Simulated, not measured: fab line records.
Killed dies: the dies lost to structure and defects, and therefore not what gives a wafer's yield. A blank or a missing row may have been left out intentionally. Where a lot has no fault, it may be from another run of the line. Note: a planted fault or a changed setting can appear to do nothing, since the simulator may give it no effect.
Chamber matching | flow n5-finfet | N5_DUMMY_REMOVAL_STRIP_10 on rie-diel-04 has 4 sister chambers
The step strips in N2/H2, time 40 s. 14 wafers are shown with their chamber, then 7 later ones without.

## WAFERS WITH THEIR CHAMBER
wafer  | chamber | showerhead-plenum-p-Torr (Torr) | drypump-motor-current-A (A) | throttle-valve-pct (%)
L075.1 | 1       | 3.52                            | 6.1                         | 12.23
L075.3 | 2       | 3.38                            | 5.4                         | 12.17
L075.5 | 0       | 3.20                            | 6.3                         | 12.46
L077.1 | 1       | 3.52                            | 6.0                         | 12.23
L077.3 | 0       | 3.20                            | 6.3                         | 12.45
L077.5 | 3       | 3.50                            | 6.0                         | 12.05
L087.2 | 1       | 3.51                            | 6.0                         | 12.29
L087.3 | 2       | 3.37                            | 5.4                         | 12.19
L087.5 | 3       | 3.49                            | 5.9                         | 12.12
L088.2 | 0       | 3.19                            | 6.4                         | 12.49
L088.3 | 1       | 3.51                            | 6.1                         | 12.28
L088.5 | 2       | 3.37                            | 5.4                         | 12.22
L092.1 | 3       | 3.49                            | 6.0                         | 12.13
L092.2 | 1       | 3.50                            | 6.0                         | 12.30

SIGNATURES (averages over the wafers above)
reading                  | chamber 0 | chamber 1 | chamber 2 | chamber 3 | scatter within a chamber
showerhead-plenum-p-Torr | 3.1967    | 3.5120    | 3.3733    | 3.4933    | 0.00693
drypump-motor-current-A  | 6.333     | 6.040     | 5.400     | 5.967     | 0.0503
throttle-valve-pct       | 12.4667   | 12.2660   | 12.1933   | 12.1000   | 0.0323
Rule: for each reading, subtract the chamber's mean from the wafer's reading, divide by that reading's scatter and square the result; add these up over the readings and take the root, which gives the wafer's distance from the chamber. The wafer belongs to the nearest chamber; if the next one is less than 2 further off, it can't be placed. The scatter: the root of (the sum of the squares of (reading less its chamber's mean) over the shown wafers, divided by (wafers less chambers)).

## WAFERS WITH NO CHAMBER GIVEN
wafer  | showerhead-plenum-p-Torr (Torr) | drypump-motor-current-A (A) | throttle-valve-pct (%)
L092.4 | 3.37                            | 5.4                         | 12.22
L093.3 | 3.19                            | 6.3                         | 12.51
L093.5 | 3.37                            | 5.5                         | 12.26
L093.6 | 3.50                            | 6.0                         | 12.30
L097.1 | 3.50                            | 6.0                         | 12.32
L097.2 | 3.19                            | 6.3                         | 12.54
L097.6 | 3.36                            | 5.4                         | 12.25

## WHICH CHAMBER EACH ONE RAN IN
wafer  | from the rows above | in truth
L092.4 | 2                   | 2
L093.3 | 0                   | 0
L093.5 | 2                   | 2
L093.6 | 1                   | 1
L097.1 | 1                   | 1
L097.2 | 0                   | 0
L097.6 | 2                   | 2
7 of 7 placed correctly. Can't be placed from these rows: 0. 0 placed wrongly.
